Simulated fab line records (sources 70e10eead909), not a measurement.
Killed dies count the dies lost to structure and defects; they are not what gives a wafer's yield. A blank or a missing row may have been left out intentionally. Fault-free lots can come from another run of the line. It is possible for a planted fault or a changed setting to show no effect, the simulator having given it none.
8D (eight disciplines) problem report, filled in by code / flow nand harc / the parts of the form that need people (team, actions taken, sign-off) are left out

== 1. PROBLEM STATEMENT ==
Mean of overlay x nm at NHARC_A_M0_OVL_MEAS_10: 13.7 nm across 6 wafers in 2 lots; on wafers with no fault it is 0.0 nm (standard deviation 0.71). That puts it +19 standard deviations away from the usual mean.
The step: pitch 160 nm.
The first sign was on wafer L554.4 at day 30 15:16, on overlay-02. The record holds 33 wafers of 11 lots with a number at this step. The rule behind "out" and "out of limits": a value lying over 4 standard deviations away from the usual mean. The rest of the wafers with a number are treated as sound.

== 2. WHAT IT IS; WHAT IT IS NOT ==
question=which readings at this step | is=overlay x nm | is not=overlay y nm
question=which lots | is=L554, L557 | is not=L537, L540, L541, L542, L544, L547, L548, L555, L558
question=which wafers of those lots | is=all that have a number | is not=-
question=read on which gauges | is=overlay-01, overlay-02 | is not=-
question=when | is=from day 30 15:16 | is not=up to then (21 sound wafers); but 6 sound wafers of L555, L558 came after

== 3. THE SUSPECTS, EACH WITH WHAT RULES IT OUT ==
Counting: any tool at a process step up to the reading is kept as a suspect provided that every lot that is out went through it and no sound lot did after the first of them.
- the gauge at NHARC_A_M0_OVL_MEAS_10 has been ruled out. Those wafers that are out were read across 2 gauges (overlay-01, overlay-02).
- rie diel-07 at NHARC_A_BLC_ETCH_17 (etches the open film in N2/H2, target depth 390 nm, time 609.38 s): ruled out as a lasting fault. Sound lots L558 ran on it after its first lot that is out, L554 (day 30 15:03). NHARC_A_BLC_ETCH_17: start missing for some lots; hours and lot order therefore follow NHARC_A_M0_EXPOSE_06.
- arfi scanner-03 at NHARC_A_M0_EXPOSE_06 (exposes mask A M0, target cd 80 nm): kept. All lots that are out passed through it, beginning with L554 at day 30 15:03, and no sound lot followed; its final sound lot before that point was L548 at day 29 13:16.
After counting, what remains is arfi scanner-03 at NHARC_A_M0_EXPOSE_06.

== 4. THE CAUSE (what the simulator had put in) ==
Scanner matching overlay: arfi scanner-03, from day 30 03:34 on, at NHARC_A_M0_EXPOSE_06. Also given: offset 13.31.
Counting left only this tool.

== 5. SEQUENCE OF EFFECTS, ordered by route ==
Each row: a reading whose mean over the struck wafers that have a number lies more than 3 standard deviations from the usual. Only readings for which the record gives a usual standard deviation are gone through. hours: the time from each lot's start at the first step in this table that gives one to its start at this step, as a median over the lots. sigmas: the change in usual standard deviations.
hours=0; step=NHARC_A_M0_OVL_MEAS_10; reading=overlay x nm; usual=0.0 nm; on struck wafers=13.7; change=+13.7; sigmas=+19

== 6. WHAT WOULD HAVE CAUGHT IT SOONER ==
12 hours passed between the start of the fault at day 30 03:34 and the first reading out of limits at a measuring or inspecting step in this record, taken at day 30 15:16.
Of the tool readings at NHARC_A_M0_EXPOSE_06 for which the record gives a usual standard deviation, none was out on any struck wafer, so an alarm limit of 4 standard deviations on them would not have fired.
L557, from the lots that are out (2), started NHARC_A_M0_EXPOSE_06 on arfi scanner-03 later than day 30 15:16. Holding the tool at that time would have saved it.
